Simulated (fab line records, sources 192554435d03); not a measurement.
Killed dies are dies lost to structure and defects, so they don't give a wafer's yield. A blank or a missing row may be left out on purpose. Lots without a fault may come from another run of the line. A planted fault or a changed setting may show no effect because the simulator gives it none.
Chamber matching | flow n5_finfet | N5_SDB_ALD_29 on ald_sin-01: 4 sister chambers
The step deposits SiNx, target thk 30 nm, pulse time 1 s, ald cycles 600. 18 wafers are shown with their chamber, then 9 later ones without.

WAFERS WITH THEIR CHAMBER
wafer  | chamber | heater_power_w (W) | precursor_pulse_height_rel
L077.1 | 3       | 897                | 1.008
L077.2 | 2       | 826                | 0.986
L077.4 | 1       | 789                | 0.999
L078.1 | 2       | 839                | 0.952
L078.4 | 1       | 815                | 0.978
L078.6 | 2       | 816                | 0.980
L079.1 | 0       | 861                | 1.008
L079.3 | 3       | 848                | 1.004
L079.6 | 1       | 813                | 1.038
L080.3 | 2       | 845                | 1.001
L080.4 | 3       | 900                | 0.989
L080.5 | 3       | 901                | 0.966
L083.2 | 1       | 790                | 1.033
L083.5 | 3       | 875                | 1.004
L083.6 | 0       | 838                | 1.044
L084.2 | 0       | 841                | 0.954
L084.3 | 2       | 821                | 1.028
L084.6 | 1       | 807                | 1.010

SIGNATURES (means of the wafers above)
reading                    | chamber 0 | chamber 1 | chamber 2 | chamber 3 | scatter within a chamber
heater_power_w             | 846.67    | 802.80    | 829.40    | 884.20    | 16.1
precursor_pulse_height_rel | 1.00200   | 1.01160   | 0.98940   | 0.99420   | 0.0279
Rule: a wafer's distance from a chamber is the root of the sum, over the readings, of the square of ((its reading less the chamber's mean) divided by the reading's scatter). The wafer belongs to the nearest chamber; if the next one is less than 2 further off, it can't be placed. The scatter: the root of (the sum of the squares of (reading less its chamber's mean) over the shown wafers, divided by (wafers less chambers)).

WAFERS WITHOUT THEIR CHAMBER
wafer  | heater_power_w (W) | precursor_pulse_height_rel
L089.1 | 856                | 1.040
L089.4 | 836                | 0.987
L089.5 | 809                | 0.984
L096.2 | 839                | 1.003
L096.4 | 877                | 0.972
L096.6 | 865                | 1.007
L097.3 | 839                | 0.998
L097.5 | 820                | 0.982
L097.6 | 838                | 1.001

WHICH CHAMBER EACH WENT THROUGH
wafer  | from the rows above               | in truth
L089.1 | can't be placed: 0 or 3 or 2 or 1 | 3
L089.4 | can't be placed: 2 or 0 or 1      | 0
L089.5 | can't be placed: 1 or 2 or 0      | 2
L096.2 | can't be placed: 0 or 2 or 1      | 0
L096.4 | can't be placed: 3 or 0           | 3
L096.6 | can't be placed: 0 or 3 or 2      | 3
L097.3 | can't be placed: 0 or 2 or 1      | 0
L097.5 | can't be placed: 2 or 1 or 0      | 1
L097.6 | can't be placed: 0 or 2 or 1      | 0
Placed correctly: 0 of 9. Can't be placed from these rows: 9 (the true chamber is among the candidates in 9). Placed wrongly: 0.
